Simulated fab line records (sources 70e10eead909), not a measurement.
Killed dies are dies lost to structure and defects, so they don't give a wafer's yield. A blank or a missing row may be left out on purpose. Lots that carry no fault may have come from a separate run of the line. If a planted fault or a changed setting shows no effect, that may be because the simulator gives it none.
A lot that was struck, set against a sound lot    flow nand_harc    39 out of 1302 route steps
Sound: the wafers L499.3, L499.4, L499.6. The struck wafers were L506.3, L506.4, L506.5. Last of all comes the cause.
Order at every step that has rows: each side's tool, ch and its chambers, its first start. Under that, the readings that differ: sound wafers    struck wafers    difference of the means    sigmas: that difference in standard deviations of wafers without a fault.
alike: same words and numbers on both sides, and readings whose means sit less than 2 such deviations apart. not compared: any withheld reading, any reading some wafer has no value for, any bound like >300 that may hide the same value, and any number with overlapping values for which the record gives no deviation.
Wherever a step has rows on one side only, a row that says differs or no value, or a row with sigmas, the two part there. Non-overlapping numbers with no deviation appear without sigmas and do not part them. Lack of a reading on every wafer of one side parts them only where that side has two or more wafers.

NHARC_A_ZERO_WELL_ETCH_13: etches the open film in HBr/Cl2, target depth 120 nm, time 40.1 s.
  sound on rie_si-03 ch 0,2,3, day 7 06:08; struck on rie_si-04 ch 0,1,2, day 10 07:20
  alike: drypump_motor_current_A, oes_product_au, throttle_valve_pct
  not compared: rf_hours_counter_h
then, 4 steps without rows for these wafers: NHARC_A_ZERO_WELL_STRIP_14 (strips in SPM, time 900 s); NHARC_A_ZERO_WELL_IMPLANT_15; NHARC_A_ZERO_WELL_PRECLEAN_22 (cleans in SC1, time 60 s); NHARC_A_ZERO_WELL_SRD_23.
NHARC_A_ZERO_WELL_RTA_16: time 10 s.
  sound on rtp_anneal-01 ch 0, day 7 07:07; struck on rtp_anneal-02 ch 0, day 10 08:18
  alike: lamp_power_pct, wafer_temp_C_max
NHARC_A_ZERO_WELL_INSPECT_17:
  sound on defect_inspect-02, day 7 07:15; struck on defect_inspect-01, day 10 08:26
  alike: raw_defect_count
then, 3 steps without rows for these wafers: NHARC_A_SOURCE_PLATE_PRECLEAN_00 (cleans in HF-LAST, time 60 s); NHARC_A_SOURCE_PLATE_SRD_01; NHARC_A_SOURCE_PLATE_OXIDE_02 (material SiO2, target thk 10 nm, ox time 1362 s).
NHARC_A_SOURCE_PLATE_THK_MEAS_09: measures by ellipsometry.
  sound on film_metro-01, day 7 14:14; struck on film_metro-02, day 10 15:43
  alike: thk_nm
NHARC_A_SOURCE_PLATE_PVD_04: deposits WSi2, target thk 50 nm.
  sound on pvd_sputter-03, day 7 14:19; struck on pvd_sputter-03, day 10 15:46
then, 2 steps without rows for these wafers: NHARC_A_SOURCE_PLATE_CVD_03 (deposits poly-Si, target thk 200 nm, time 4000 s); NHARC_A_SOURCE_PLATE_ANNEAL_05 (time 1800 s).
NHARC_A_SOURCE_PLATE_THK_MEAS_06: measures by ellipsometry.
  sound on film_metro-02, day 8 04:20; struck on film_metro-02, day 11 04:11
  alike: thk_nm
NHARC_A_SOURCE_PLATE_INSPECT_08:
  sound on defect_inspect-02, day 8 04:26; struck on defect_inspect-01, day 11 04:17
  alike: raw_defect_count
after that, 1 step with no rows for these wafers: NHARC_A_ONON_D1_DEP_00 (target thk 1000 nm).
NHARC_A_ONON_D1_THK_MEAS_02: measures by ellipsometry.
  sound on film_metro-02, day 8 05:01; struck on film_metro-02, day 11 04:52
reading      sound           struck       difference  sigmas
thk_nm (nm)  1020 1021 1021  982 983 981  -39         -5
after that, 1 step with no rows for these wafers: NHARC_A_ONON_D1_DEP_03 (target thk 1000 nm).
NHARC_A_ONON_D1_THK_MEAS_05: measures by ellipsometry.
  sound on film_metro-02, day 8 05:35; struck on film_metro-01, day 11 05:26
  alike: thk_nm
after that, 1 step with no rows for these wafers: NHARC_A_ONON_D1_DEP_06 (target thk 1000 nm).
NHARC_A_ONON_D1_THK_MEAS_08: measures by ellipsometry.
  sound on film_metro-02, day 8 06:09; struck on film_metro-01, day 11 06:00
  alike: thk_nm
after that, 1 step with no rows for these wafers: NHARC_A_ONON_D1_DEP_09 (target thk 1000 nm).
NHARC_A_ONON_D1_THK_MEAS_11: measures by ellipsometry.
  sound on film_metro-02, day 8 06:43; struck on film_metro-01, day 11 06:34
  alike: thk_nm
after that, 1 step with no rows for these wafers: NHARC_A_ONON_D1_DEP_12 (target thk 1000 nm).
NHARC_A_ONON_D1_THK_MEAS_14: measures by ellipsometry.
  sound on film_metro-02, day 8 07:17; struck on film_metro-01, day 11 07:07
  alike: thk_nm
then, 2 steps without rows for these wafers: NHARC_A_ONON_D1_ANNEAL_15 (time 3600 s); NHARC_A_ONON_D1_DEP_16 (target thk 1000 nm).
NHARC_A_ONON_D1_THK_MEAS_18: measures by ellipsometry.
  sound on film_metro-02, day 8 14:58; struck on film_metro-01, day 11 14:53
  alike: thk_nm
after that, 1 step with no rows for these wafers: NHARC_A_ONON_D1_DEP_19 (target thk 1000 nm).
NHARC_A_ONON_D1_THK_MEAS_21: measures by ellipsometry.
  sound on film_metro-01, day 8 15:31; struck on film_metro-02, day 11 15:28
reading      sound        struck          difference  sigmas
thk_nm (nm)  989 989 990  1015 1015 1015  +26         +2
after that, 1 step with no rows for these wafers: NHARC_A_ONON_D1_DEP_22 (target thk 1000 nm).
NHARC_A_ONON_D1_THK_MEAS_24: measures by ellipsometry.
  sound on film_metro-01, day 8 16:05; struck on film_metro-02, day 11 16:02
  alike: thk_nm
after that, 1 step with no rows for these wafers: NHARC_A_ONON_D1_DEP_25 (target thk 1000 nm).
NHARC_A_ONON_D1_THK_MEAS_27: measures by ellipsometry.
  sound on film_metro-02, day 8 16:39; struck on film_metro-01, day 11 16:36
  alike: thk_nm
after that, 1 step with no rows for these wafers: NHARC_A_ONON_D1_DEP_28 (target thk 1000 nm).
NHARC_A_ONON_D1_THK_MEAS_30: measures by ellipsometry.
  sound on film_metro-01, day 8 17:13; struck on film_metro-01, day 11 17:10
reading      sound        struck          difference  sigmas
thk_nm (nm)  981 983 981  1020 1022 1022  +40         +4
NHARC_A_ONON_D1_DEP_33: deposits SiO2, target thk 200 nm.
  sound on pecvd-01 ch 1,2, day 8 17:16; struck on pecvd-01 ch 1,2, day 11 17:16
  alike: chamber_pressure_Torr, heater_power_w, mfc_precursor_sccm, throttle_valve_pct
-- the record jumps here: 16 days lie between the struck wafers' starts before and after (it left off in module A_ONON_D1 and takes up again in module END, whose first step shown is number 1302 of the route) --
NHARC_END_SORT_01:
  sound on prober-01 ch 0, day 24 18:28; struck on prober-01 ch 0, day 27 17:11
reading          sound     struck       difference  sigmas
killed_at_array  41 50 48  217 206 194  +159        +9
killed_dies      48 55 55  223 217 203  +162        +9
  alike: killed_at_other, killed_at_periphery, killed_open, killed_short

WHERE THEY PART
Earliest at NHARC_A_ONON_D1_THK_MEAS_02; latest, in this record, at NHARC_END_SORT_01.

WHY: the cause the simulator had injected
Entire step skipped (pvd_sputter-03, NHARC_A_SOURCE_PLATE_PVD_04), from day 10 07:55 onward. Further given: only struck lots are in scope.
